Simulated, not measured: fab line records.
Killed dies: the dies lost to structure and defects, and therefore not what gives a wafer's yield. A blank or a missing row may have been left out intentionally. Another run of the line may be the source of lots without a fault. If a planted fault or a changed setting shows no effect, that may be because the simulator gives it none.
Chamber matching || flow nandHarc || 4 sister chambers for NHARC_P_GATE_DESCUM_48 on rieDiel-09
The step chemistry O2, time 3 s. 8 wafers are shown with their chamber, then 8 later ones without.

== WAFERS PAIRED WITH THEIR CHAMBERS ==
{"wafer": "L080.1", "chamber": 2, "showerheadPlenumPTorr (Torr)": 1.83, "drypumpMotorCurrentA (A)": 5.3}
{"wafer": "L080.4", "chamber": 1, "showerheadPlenumPTorr (Torr)": 1.95, "drypumpMotorCurrentA (A)": 5.7}
{"wafer": "L082.5", "chamber": 3, "showerheadPlenumPTorr (Torr)": 1.98, "drypumpMotorCurrentA (A)": 5.6}
{"wafer": "L082.6", "chamber": 0, "showerheadPlenumPTorr (Torr)": 1.80, "drypumpMotorCurrentA (A)": 6.0}
{"wafer": "L084.2", "chamber": 2, "showerheadPlenumPTorr (Torr)": 1.83, "drypumpMotorCurrentA (A)": 5.2}
{"wafer": "L084.4", "chamber": 0, "showerheadPlenumPTorr (Torr)": 1.80, "drypumpMotorCurrentA (A)": 6.0}
{"wafer": "L084.6", "chamber": 3, "showerheadPlenumPTorr (Torr)": 1.98, "drypumpMotorCurrentA (A)": 5.6}
{"wafer": "L086.2", "chamber": 1, "showerheadPlenumPTorr (Torr)": 1.94, "drypumpMotorCurrentA (A)": 5.7}

== WAFERS WITH NO CHAMBER GIVEN ==
{"wafer": "L086.3", "showerheadPlenumPTorr (Torr)": 1.80, "drypumpMotorCurrentA (A)": 6.0}
{"wafer": "L086.5", "showerheadPlenumPTorr (Torr)": 1.80, "drypumpMotorCurrentA (A)": 6.1}
{"wafer": "L094.3", "showerheadPlenumPTorr (Torr)": 1.94, "drypumpMotorCurrentA (A)": 5.7}
{"wafer": "L094.4", "showerheadPlenumPTorr (Torr)": 1.98, "drypumpMotorCurrentA (A)": 5.6}
{"wafer": "L094.5", "showerheadPlenumPTorr (Torr)": 1.83, "drypumpMotorCurrentA (A)": 5.2}
{"wafer": "L097.1", "showerheadPlenumPTorr (Torr)": 1.98, "drypumpMotorCurrentA (A)": 5.6}
{"wafer": "L097.4", "showerheadPlenumPTorr (Torr)": 1.94, "drypumpMotorCurrentA (A)": 5.7}
{"wafer": "L097.5", "showerheadPlenumPTorr (Torr)": 1.98, "drypumpMotorCurrentA (A)": 5.6}

== THE CHAMBER EACH PASSED THROUGH ==
{"wafer": "L086.3", "from the rows above": 0, "in truth": 0}
{"wafer": "L086.5", "from the rows above": 0, "in truth": 0}
{"wafer": "L094.3", "from the rows above": 1, "in truth": 1}
{"wafer": "L094.4", "from the rows above": 3, "in truth": 3}
{"wafer": "L094.5", "from the rows above": 2, "in truth": 2}
{"wafer": "L097.1", "from the rows above": 3, "in truth": 3}
{"wafer": "L097.4", "from the rows above": 1, "in truth": 1}
{"wafer": "L097.5", "from the rows above": 3, "in truth": 3}
8 of 8 placed correctly. Left unplaced by these rows: 0. 0 placed wrongly.
How it was worked out, from the rows above alone: a wafer's distance from a chamber is the root of the sum, over the readings, of the square of ((its reading less the chamber's mean) divided by the reading's scatter). The wafer belongs to the nearest chamber; if the next one is less than 2 further off, it can't be placed. Each chamber's mean is taken over the wafers shown for it. The scatter: the root of (the sum of the squares of (reading less its chamber's mean) over the shown wafers, divided by (wafers less chambers)).
